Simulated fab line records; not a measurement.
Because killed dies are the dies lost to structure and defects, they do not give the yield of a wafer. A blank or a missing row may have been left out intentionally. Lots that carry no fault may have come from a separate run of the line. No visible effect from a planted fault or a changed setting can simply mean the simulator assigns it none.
Lot-split experiment ; flow n5_finfet ; route with 1938 steps; 7 lots, 21 wafers read

## THE SPLIT ITSELF
At N5_BEOL_M0_SAQP_SPACER1_ALD_98 (deposits SiO2, target thk 12.8 nm, pulse time 1 s, purge time 2 s), the setting ald_cycles was moved away from the recipe's 138 on 8 of the 21 wafers read, by -14.5% to +12.3%. All remaining wafers had this setting at the recipe value.

## FROM THE SPLIT TO THE READING: what the file shows between them, 2 steps
- N5_BEOL_M0_SAQP_SPACER1_ETCHBACK_99: etches SiO2 in CHF3/O2, target depth 15.4 nm, time 7.7 s
- N5_BEOL_M0_SAQP_MANDREL1_REMOVE_100: chemistry HBr/Cl2/O2, target a-Si, stops on SiNx, bt time 10 s

## THE READING
Shown in nm: cd_nm at N5_BEOL_M0_SAQP_CD_MEAS_25, with target cd 13.1 nm. A value of 12.75 nm with a standard deviation of 0.24 nm is what fault-free wafers of this fab line usually give.

wafer;tool, chamber at the split;ald_cycles as run;against the recipe;cd_nm, nm;against lot-mates on the recipe
L075.1;ald_sin-02, 0;155;+12.3%;14.40;+1.73
L075.2;ald_sin-02, 3,1;138;recipe;12.79;-
L075.5;ald_sin-02, 3,1;138;recipe;12.55;-
L081.1;ald_sin-03, 2;118;-14.5%;10.96;-1.64
L081.2;ald_sin-03, 0;138;recipe;12.55;-
L081.5;ald_sin-03, 0;138;recipe;12.66;-
L084.1;ald_sin-01, 0,3,1;138;recipe;12.72;-
L084.3;ald_sin-01, 0,3,1;138;recipe;12.47;-
L084.6;ald_sin-01, 0,3,1;138;recipe;12.67;-
L089.3;ald_sin-01, 2;138;recipe;12.95;-
L089.5;ald_sin-01, 0,2;120;-13.0%;10.92;-2.03
L089.6;ald_sin-01, 0,2;120;-13.0%;10.88;-2.07
L092.3;ald_sin-02, 2;138;recipe;12.48;-
L092.4;ald_sin-02, 3,0;121;-12.3%;11.27;-1.21
L092.5;ald_sin-02, 3,0;121;-12.3%;11.86;-0.62
L094.1;ald_sin-01, 3,2;138;recipe;12.77;-
L094.3;ald_sin-01, 3,2;138;recipe;12.39;-
L094.6;ald_sin-01, 2;138;recipe;13.09;-
L096.1;ald_sin-01, 0,3;120;-13.0%;11.25;-1.61
L096.3;ald_sin-01, 1;138;recipe;12.86;-
L096.6;ald_sin-01, 0,3;120;-13.0%;11.03;-1.83
If several chambers appear in one row, that row covers several wafers at once and the file leaves open which wafer was in which chamber.

THE FIT
A straight line over all 21 wafers: cd_nm changes by +0.121 nm for each +1% of ald_cycles; r = +0.97; the points scatter about the line by 0.24 nm.
The same after taking each lot's own level away (the mean of its wafers on the recipe; 21 wafers): +0.125 nm for each +1%; r = +0.95; scatter 0.3 nm.
On that fit, the largest move of ald_cycles shifts the reading by 1.8 nm.
From 12.480 to 12.950 nm: that is the span of the lots' own levels, equal to 2.0 times the standard deviation above.
Hence the lot-to-lot level has little effect on the slope; both slopes agree.
Check: with one of the wafers moved furthest among these (-14.5%) left out of the fit, the line predicts -1.81 nm for it against its lot-mates. It came out at -1.64 nm against them.

## FURTHER SPLITS ON THESE WAFERS
Before the reading, these wafers also passed through other splits. Each is held against what the fit with the lots' levels taken away leaves over:
other split on the same wafers;wafers away from the commonest value;r with cd_nm (lot level and that fit taken away)
N5_MOL_CONTACT_COAG_ALD_27 time_s;5;+0.04

## THE WHOLE CHAIN: every reading that the file lists as answering this split, in the file's order
step;what it does;reading;change (the file's fit);r (the file's)
N5_BEOL_M0_SAQP_SPACER1_ALD_98;deposits SiO2, target thk 12.8 nm, pulse time 1 s, purge time 2 s;SiO2_of_BEOL_M0_SAQP_SPACER1_ALD_98.thk_nm (the simulator's own value, which no gauge read);+0.126 nm for each +1% of the setting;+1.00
N5_BEOL_M0_SAQP_MANDREL1_REMOVE_100;chemistry HBr/Cl2/O2, target a-Si, stops on SiNx, bt time 10 s;BEOL_M0_SAQP.cd_nm (the simulator's own value, which no gauge read);+0.118 nm for each +1% of the setting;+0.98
N5_BEOL_M0_SAQP_MANDREL1_REMOVE_100;chemistry HBr/Cl2/O2, target a-Si, stops on SiNx, bt time 10 s;SiO2_of_BEOL_M0_SAQP_SPACER1_ALD_98.thk_nm (the simulator's own value, which no gauge read);+0.123 nm for each +1% of the setting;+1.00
N5_BEOL_M0_SAQP_CD_MEAS_25;target cd 13.1 nm;cd_nm;+0.124 nm for each +1% of the setting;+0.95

## THE FILE'S OWN FIT
cd_nm changes by +0.124 nm for each +1% of ald_cycles, r = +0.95.
